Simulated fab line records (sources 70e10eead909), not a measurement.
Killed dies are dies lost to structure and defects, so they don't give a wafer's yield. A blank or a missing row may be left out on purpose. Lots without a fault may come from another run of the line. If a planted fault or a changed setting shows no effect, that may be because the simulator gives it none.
Chamber matching :: flow nand-harc :: rie-diel-05 running NHARC_P_M2_ETCH_35: 4 sister chambers
The step etches the open film in N2/H2, target depth 40 nm, overetch 12 nm, time 43.94 s. 18 wafers are shown with their chamber, then 9 later ones without.

## EACH WAFER AND ITS CHAMBER
wafer: L074.1
chamber: 3
showerhead-plenum-p-Torr (Torr): 2.04
drypump-motor-current-A (A): 5.7
rf-vpp-V (V): 430.5

wafer: L074.3
chamber: 1
showerhead-plenum-p-Torr (Torr): 1.92
drypump-motor-current-A (A): 6.5
rf-vpp-V (V): 428.2

wafer: L074.5
chamber: 0
showerhead-plenum-p-Torr (Torr): 2.06
drypump-motor-current-A (A): 5.0
rf-vpp-V (V): 431.4

wafer: L076.4
chamber: 1
showerhead-plenum-p-Torr (Torr): 1.92
drypump-motor-current-A (A): 6.5
rf-vpp-V (V): 427.7

wafer: L076.5
chamber: 2
showerhead-plenum-p-Torr (Torr): 1.98
drypump-motor-current-A (A): 5.2
rf-vpp-V (V): 428.4

wafer: L076.6
chamber: 3
showerhead-plenum-p-Torr (Torr): 2.04
drypump-motor-current-A (A): 5.7
rf-vpp-V (V): 429.8

wafer: L082.1
chamber: 0
showerhead-plenum-p-Torr (Torr): 2.06
drypump-motor-current-A (A): 5.0
rf-vpp-V (V): 432.1

wafer: L082.2
chamber: 3
showerhead-plenum-p-Torr (Torr): 2.04
drypump-motor-current-A (A): 5.7
rf-vpp-V (V): 430.9

wafer: L082.5
chamber: 3
showerhead-plenum-p-Torr (Torr): 2.04
drypump-motor-current-A (A): 5.7
rf-vpp-V (V): 429.7

wafer: L083.1
chamber: 3
showerhead-plenum-p-Torr (Torr): 2.04
drypump-motor-current-A (A): 5.7
rf-vpp-V (V): 430.7

wafer: L083.4
chamber: 1
showerhead-plenum-p-Torr (Torr): 1.91
drypump-motor-current-A (A): 6.5
rf-vpp-V (V): 427.6

wafer: L083.5
chamber: 3
showerhead-plenum-p-Torr (Torr): 2.04
drypump-motor-current-A (A): 5.7
rf-vpp-V (V): 430.4

wafer: L087.1
chamber: 1
showerhead-plenum-p-Torr (Torr): 1.91
drypump-motor-current-A (A): 6.5
rf-vpp-V (V): 426.4

wafer: L087.4
chamber: 2
showerhead-plenum-p-Torr (Torr): 1.98
drypump-motor-current-A (A): 5.3
rf-vpp-V (V): 428.6

wafer: L087.5
chamber: 1
showerhead-plenum-p-Torr (Torr): 1.91
drypump-motor-current-A (A): 6.5
rf-vpp-V (V): 427.6

wafer: L090.2
chamber: 1
showerhead-plenum-p-Torr (Torr): 1.91
drypump-motor-current-A (A): 6.5
rf-vpp-V (V): 427.1

wafer: L090.3
chamber: 0
showerhead-plenum-p-Torr (Torr): 2.06
drypump-motor-current-A (A): 5.0
rf-vpp-V (V): 432.2

wafer: L090.5
chamber: 3
showerhead-plenum-p-Torr (Torr): 2.04
drypump-motor-current-A (A): 5.7
rf-vpp-V (V): 430.6

SIGNATURES, as means of the wafers listed above
reading: showerhead-plenum-p-Torr
chamber 0: 2.0600
chamber 1: 1.9133
chamber 2: 1.9800
chamber 3: 2.0400
scatter within a chamber: 0.00309

reading: drypump-motor-current-A
chamber 0: 5.000
chamber 1: 6.500
chamber 2: 5.250
chamber 3: 5.700
scatter within a chamber: 0.0189

reading: rf-vpp-V
chamber 0: 431.900
chamber 1: 427.433
chamber 2: 428.500
chamber 3: 430.371
scatter within a chamber: 0.502
Rule: for a wafer and a chamber, the distance is found by dividing, reading by reading, the gap between the wafer's reading and the chamber's mean by the reading's scatter, squaring, summing and taking the root. If the next closest chamber is less than 2 further off than the closest, the wafer can't be placed; otherwise it belongs to the closest. The scatter is the square root of a quotient: the sum, over the shown wafers, of each reading's squared deviation from its chamber's mean, divided by wafers minus chambers.

## WAFERS WHOSE CHAMBER IS MISSING
wafer: L092.2
showerhead-plenum-p-Torr (Torr): 2.06
drypump-motor-current-A (A): 5.0
rf-vpp-V (V): 431.1

wafer: L092.3
showerhead-plenum-p-Torr (Torr): 1.97
drypump-motor-current-A (A): 5.2
rf-vpp-V (V): 428.6

wafer: L092.5
showerhead-plenum-p-Torr (Torr): 2.04
drypump-motor-current-A (A): 5.7
rf-vpp-V (V): 431.2

wafer: L095.1
showerhead-plenum-p-Torr (Torr): 1.97
drypump-motor-current-A (A): 5.3
rf-vpp-V (V): 429.2

wafer: L095.3
showerhead-plenum-p-Torr (Torr): 1.91
drypump-motor-current-A (A): 6.5
rf-vpp-V (V): 427.4

wafer: L095.6
showerhead-plenum-p-Torr (Torr): 2.06
drypump-motor-current-A (A): 5.0
rf-vpp-V (V): 431.4

wafer: L097.1
showerhead-plenum-p-Torr (Torr): 1.91
drypump-motor-current-A (A): 6.5
rf-vpp-V (V): 427.9

wafer: L097.2
showerhead-plenum-p-Torr (Torr): 2.04
drypump-motor-current-A (A): 5.7
rf-vpp-V (V): 429.9

wafer: L097.4
showerhead-plenum-p-Torr (Torr): 1.97
drypump-motor-current-A (A): 5.3
rf-vpp-V (V): 430.2

## WHICH CHAMBER EACH WENT THROUGH
wafer: L092.2
from the rows above: 0
in truth: 0

wafer: L092.3
from the rows above: 2
in truth: 2

wafer: L092.5
from the rows above: 3
in truth: 3

wafer: L095.1
from the rows above: 2
in truth: 2

wafer: L095.3
from the rows above: 1
in truth: 1

wafer: L095.6
from the rows above: 0
in truth: 0

wafer: L097.1
from the rows above: 1
in truth: 1

wafer: L097.2
from the rows above: 3
in truth: 3

wafer: L097.4
from the rows above: 2
in truth: 2
Placed correctly: 9 of 9. From these rows, 0 cannot be placed. Wrongly placed: 0.
